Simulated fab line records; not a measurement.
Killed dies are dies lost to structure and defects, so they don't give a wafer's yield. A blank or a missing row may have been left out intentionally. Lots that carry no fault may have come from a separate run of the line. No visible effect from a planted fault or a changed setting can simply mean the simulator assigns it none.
Problem report, 8D (eight disciplines) form, completed by code ; flow n5Finfet ; the parts of the form that need people (team, actions taken, sign-off) are left out

## 1. WHAT IS WRONG
Mean of spinSpeedRpm at N5_BEOL_M7_COAT_71: 1331.0 rpm across 6 wafers in 2 lots; on wafers with no fault it is 1500.0 rpm (standard deviation 1). That is -99 or more standard deviations from the usual mean.
The step: time 60 s, resist thk 5 nm.
First observed at day 10 18:31: wafer L451.3, on lithoTrack-02. At this step, 30 wafers from 10 lots have a number in the record. By rule, "out" or "out of limits" means more than 4 standard deviations away from the usual mean. Any other wafer with a number is counted as sound.

## 2. WHAT IT IS; WHAT IT IS NOT
question;is;is not
which readings at this step;spinSpeedRpm;-
which lots;L451, L453;L448, L460, L464, L465, L467, L468, L469, L470
which wafers of those lots;all that have a number;-
read on which tools;lithoTrack-02;lithoTrack-03, lithoTrack-04
when;from day 10 18:31;"up to then (3 sound wafers); but 21 sound wafers of L460, L464, L465, L467, L468, L469, L470 came after"

## 3. SUSPECTS, AND WHAT RULES EACH OUT
Counting: a tool at any process step up to the reading remains a suspect when it ran all the lots that are out and ran no sound lot after the first of those.
- rieDiel-06 at N5_BEOL_M7_STRIP_19 (strips in O2): ruled out as a lasting fault. Following L451 (day 10 16:02), the first lot on it that is out, the sound lots L460, L468 were run on it.
- lithoTrack-02 at N5_BEOL_M7_COAT_71 (time 60 s, resist thk 5 nm): ruled out as a lasting fault. Following L451 (day 10 18:31), the first lot on it that is out, the sound lots L464, L468, L469 were run on it.
Left after counting: nothing in the record.

## 4. THE CAUSE (what the simulator had put in)
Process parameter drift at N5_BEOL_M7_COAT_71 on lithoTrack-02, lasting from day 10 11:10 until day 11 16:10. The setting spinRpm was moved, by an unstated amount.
Counting ruled it out, wrongly.

## 5. THE EFFECT CHAIN, in route order
Rows list readings where the struck wafers' mean (over those with a number) sits beyond 3 standard deviations from the usual. Readings are gone through only where the record gives a usual standard deviation; hours: the median, over the lots, of the time from a lot's start at the first step in this table giving one to that lot's start at this step; sigmas: the change measured in usual standard deviations.
hours;step;reading;usual;on struck wafers;change;sigmas
0;N5_BEOL_M7_COAT_71;spinSpeedRpm;1500.0 rpm;1331.0;-169.0;-99 or more
0;N5_BEOL_M7_ETCH_72;etchRfOnTimeS;5.18 s;5.48;+0.30;+4.5
Its process steps:
- N5_BEOL_M7_COAT_71: time 60 s, resist thk 5 nm.
- N5_BEOL_M7_ETCH_72: etches underlayer in N2/H2, target depth 6.5 nm, time 5.2 s.
At these later measuring or inspecting steps, every struck wafer for which the step has a row has a number for every such reading, and none has moved that far: N5_BEOL_M7_OVL_MEAS_29.

## 6. HOW IT WOULD HAVE BEEN CAUGHT EARLIER
First out-of-limits reading in this record: day 10 18:31, which is 7 hours after fault onset at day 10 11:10.
